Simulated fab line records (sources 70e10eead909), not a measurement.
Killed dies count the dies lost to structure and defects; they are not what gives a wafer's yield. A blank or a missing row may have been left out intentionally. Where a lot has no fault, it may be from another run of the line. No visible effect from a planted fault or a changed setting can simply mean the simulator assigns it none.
Matching of chambers ; flow nand-harc ; 4 sister chambers for NHARC_P_M0_ETCH_15 on rie-diel-09
The step etches the open film in C4F8/Ar, target depth 150 nm, overetch 15 nm, time 82.5 s. 8 wafers are shown with their chamber, then 8 later ones without.

WAFERS, EACH WITH ITS CHAMBER
wafer;chamber;rf-vpp-V (V);run-length-s (s)
L937.4;0;438;103.7
L937.5;1;445;103.8
L938.2;2;442;103.8
L938.3;3;437;103.4
L938.6;2;442;103.6
L939.1;3;438;103.8
L939.2;0;438;103.3
L939.6;1;445;103.6

WAFERS WHOSE CHAMBER IS MISSING
wafer;rf-vpp-V (V);run-length-s (s)
L947.2;438;103.2
L947.3;441;103.3
L955.3;442;103.3
L955.5;436;103.8
L955.6;438;103.4
L957.3;442;103.6
L957.5;444;103.3
L957.6;443;103.3

EACH ONE'S CHAMBER
wafer;from the rows above;in truth
L947.2;can't be placed: 0 or 3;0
L947.3;2;2
L955.3;2;2
L955.5;can't be placed: 3 or 0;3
L955.6;can't be placed: 0 or 3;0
L957.3;2;2
L957.5;1;1
L957.6;2;2
Placed correctly: 5 of 8. Cannot be placed on the basis of these rows: 3; the candidates contain the true chamber in 3. Wrongly placed: 0.
How it was worked out, from the rows above alone: a wafer's distance from a chamber is the root of the sum, over the readings, of the square of ((its reading less the chamber's mean) divided by the reading's scatter). If the next closest chamber is less than 2 further off than the closest, the wafer can't be placed; otherwise it belongs to the closest. The mean given for a chamber averages the wafers shown for that chamber. The scatter: take each reading less its chamber's mean, square it, sum over the shown wafers, divide by the number of wafers less the number of chambers, and take the root.
